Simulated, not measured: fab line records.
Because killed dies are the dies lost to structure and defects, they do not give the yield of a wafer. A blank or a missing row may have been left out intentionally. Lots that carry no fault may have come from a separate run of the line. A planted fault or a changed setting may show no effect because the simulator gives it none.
A lot that was struck, set against a sound lot | flow n5 finfet | 29 out of 1938 route steps
Sound: these wafers, L738.1, L738.3, L738.4. Wafers struck: L757.3, L757.4, L757.6. The cause comes at the end.
Order at every step that has rows: each side's tool, ch and its chambers, its first start. Under that, the readings that differ: sound wafers | struck wafers | difference of the means | sigmas: that difference in standard deviations of wafers without a fault.
alike: words and numbers the same on both sides, and readings whose means are apart by under 2 such deviations; not compared: readings that were withheld, readings missing a value for some wafer, numbers with overlapping values and no deviation given by the record, and bounds like >300 which may hide the same value.
Wherever a step has rows on one side only, a row that says differs or no value, or a row with sigmas, the two part there. Numbers that don't overlap but have no deviation are shown without sigmas and don't part them. A reading that every wafer of one side lacks parts them only if that side has two wafers or more.

first, 9 steps without rows for these wafers: N5_BEOL_M15_COAT_22 (resist thk 800 nm); N5_BEOL_M15_EBR_24; N5_BEOL_M15_SOFTBAKE_23 (time 60 s); N5_BEOL_M15_EXPOSE_25 (exposes mask M15, target cd 400 nm); N5_BEOL_M15_PEB_26 (peb time 90 s); N5_BEOL_M15_DEVELOP_27 (develop time 45 s); N5_BEOL_M15_HARDBAKE_32 (time 120 s); N5_BEOL_M15_DESCUM_33 (chemistry O2, time 7.9 s); N5_BEOL_M15_ETCH_61 (etches BARC in N2/H2, target depth 89 nm, overetch 26.7 nm, time 67.9 s).
N5_BEOL_M15_TRENCH_ETCH_34: etches SiO2 in C4F8/O2/Ar, target depth 872.93 nm, time 199 s.
  sound on rie diel-01 ch 0,1,3, day 12 19:22; struck on rie diel-01 ch 0,2,3, day 17 19:19
  reading                                    | sound             | struck            | difference | sigmas
  showerhead plenum p Torr (Torr)            | 3.38 3.26 3.26    | 3.64 3.36 3.50    | +0.20      | +2
  time s (s)                                 | 199 199 199       | 139.3 139.3 139.3 | -59.7      |
  model.etch.depth nm (nm)                   | 842.3 878.2 861.1 | 628.3 603.2 588.2 | -254.0     |
  model.coat_of_BEOL_M15_COAT_22.thk nm (nm) | 545.8 537.8 547   | 590.8 600.4 602.4 | +54.3      |
  alike: drypump motor current A, he outer torr, oes product au, rf vpp V, throttle valve pct
  not compared: rf hours counter h
then, 13 steps without rows for these wafers: N5_BEOL_M15_STRIP_36 (strips in O2); N5_BEOL_M15_STRIP_62 (strips in O2); N5_BEOL_M15_STRIP_37 (strips in O2); N5_BEOL_M15_ETCH_38 (etches SiCN in CF4/N2, target depth 106.4 nm, time 120.5 s); N5_BEOL_M15_PRECLEAN_39 (cleans in residue remover, time 60 s); N5_BEOL_M15_SRD_40 (time 30 s, dry time 30 s); N5_BEOL_M15_DEGAS_41 (time 60 s); N5_BEOL_M15_PRE_CLEAN_42 (time 30 s); N5_BEOL_M15_SPUTTER_43 (material TaN, target thk 15 nm, time 24.19 s); N5_BEOL_M15_SPUTTER_44 (material Ta, target thk 15 nm, time 24.19 s); N5_BEOL_M15_SPUTTER_45 (material Cu, target thk 100 nm, time 16.67 s); N5_BEOL_M15_ECD_47 (material Cu, target thk 1860 nm); N5_BEOL_M15_ANNEAL_48 (time 90 s).
N5_BEOL_M15_CMP_49: polishes, stops on SiO2, t overpolish 4.9 s, target thk 850 nm.
  sound on cmp-02 ch 0,1,3, day 12 22:19; struck on cmp-02 ch 0,2, day 17 22:03
  reading                                 | sound           | struck            | difference | sigmas
  model.Cu_of_BEOL_M15_ECD_47.thk nm (nm) | 818.8 856 836.8 | 604.6 582.6 568.8 | -251.9     |
  alike: motor current A
  not compared: pad life wafers
N5_BEOL_M15_THK_MEAS_50: measures by xrf.
  sound on film metro-02 at day 12 22:37; struck on film metro-01 at day 17 22:19
  reading      | sound       | struck      | difference | sigmas
  M15_THK (nm) | 822 861 842 | 610 588 572 | -252       | -11
then, 2 steps without rows for these wafers: N5_BEOL_M15_PRE_CLEAN_52 (time 15 s); N5_BEOL_M15_DEP_53 (deposits SiCN from 3MS/NH3, target thk 50 nm, time 17.8 s).
N5_BEOL_M15_RS_MEAS_54: the measuring method here is four-point-probe.
  sound on film metro-02 at day 12 22:46; struck on film metro-02 at day 17 22:28
  reading         | sound                | struck               | difference | sigmas
  M15_RS (ohm/sq) | 0.0225 0.0214 0.0219 | 0.0305 0.0317 0.0326 | +0.0097    | +18
N5_PASSIVATION_PROBE_49:
  sound on prober-02 at day 13 11:26; struck on prober-01 at day 18 11:06
  alike: defect limited yield, killed_at_M0_to_M3, killed_at_M4_up, killed at contacts, killed at front end, killed at other, killed dies, killed open, killed short, sort_bin_5_function, sort_bin_6_memory, sort_bin_8_speed, sort n pass

WHERE THEY PART
Earliest at N5_BEOL_M15_TRENCH_ETCH_34; latest, in this record, at N5_BEOL_M15_RS_MEAS_54. Later steps at which nothing parts them and some readings are alike: N5_PASSIVATION_PROBE_49.

WHY: what had been put in by the simulator
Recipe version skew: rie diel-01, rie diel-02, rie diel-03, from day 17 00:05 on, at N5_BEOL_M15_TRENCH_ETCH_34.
